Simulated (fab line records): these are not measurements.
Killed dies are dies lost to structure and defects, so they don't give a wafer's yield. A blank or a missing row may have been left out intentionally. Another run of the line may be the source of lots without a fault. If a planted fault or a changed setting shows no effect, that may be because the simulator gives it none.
Chamber matching    flow nandHarc    rieDiel-11 running NHARC_A_ZERO_WELL_ETCH_19: 4 sister chambers
The step etches the open film in N2/H2, target depth 80 nm, overetch 24 nm, time 87.88 s. 4 wafers are shown with their chamber, then 12 later ones without.

## WAFERS, EACH WITH ITS CHAMBER
wafer   chamber  rfVppV (V)
L085.4  2        433.9
L092.5  1        430.6
L093.1  3        435.2
L093.5  0        430.9

## WAFERS WITHOUT THEIR CHAMBER
wafer   rfVppV (V)
L094.3  427.5
L094.4  434.6
L094.5  434.9
L096.3  430.8
L096.4  433.9
L096.5  432.1
L095.1  430.8
L095.4  434.7
L095.5  435.0
L097.1  428.7
L097.4  429.0
L097.5  434.0

## EACH ONE'S CHAMBER
wafer   from the rows above                in truth
L094.3  can't be placed: 1 or 0            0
L094.4  can't be placed: 3 or 2            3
L094.5  can't be placed: 3 or 2            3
L096.3  can't be placed: 0 or 1            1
L096.4  can't be placed: 2 or 3            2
L096.5  can't be placed: 0 or 1 or 2 or 3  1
L095.1  can't be placed: 0 or 1            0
L095.4  can't be placed: 3 or 2            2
L095.5  can't be placed: 3 or 2            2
L097.1  can't be placed: 1 or 0            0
L097.4  can't be placed: 1 or 0            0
L097.5  can't be placed: 2 or 3            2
Correct placement for 0 of the 12. These rows do not allow placing 12 (true chamber among the candidates in 12). Wrongly placed: 0.
How it was worked out, from the rows above alone: a wafer's distance from a chamber is the root of the sum, over the readings, of the square of ((its reading less the chamber's mean) divided by the reading's scatter). If the next closest chamber is less than 2 further off than the closest, the wafer can't be placed; otherwise it belongs to the closest. Each chamber's mean is taken over the wafers shown for it. The scatter: with one shown wafer a chamber, the root of the mean of the squares of how far each hidden wafer lies from its nearest shown one.
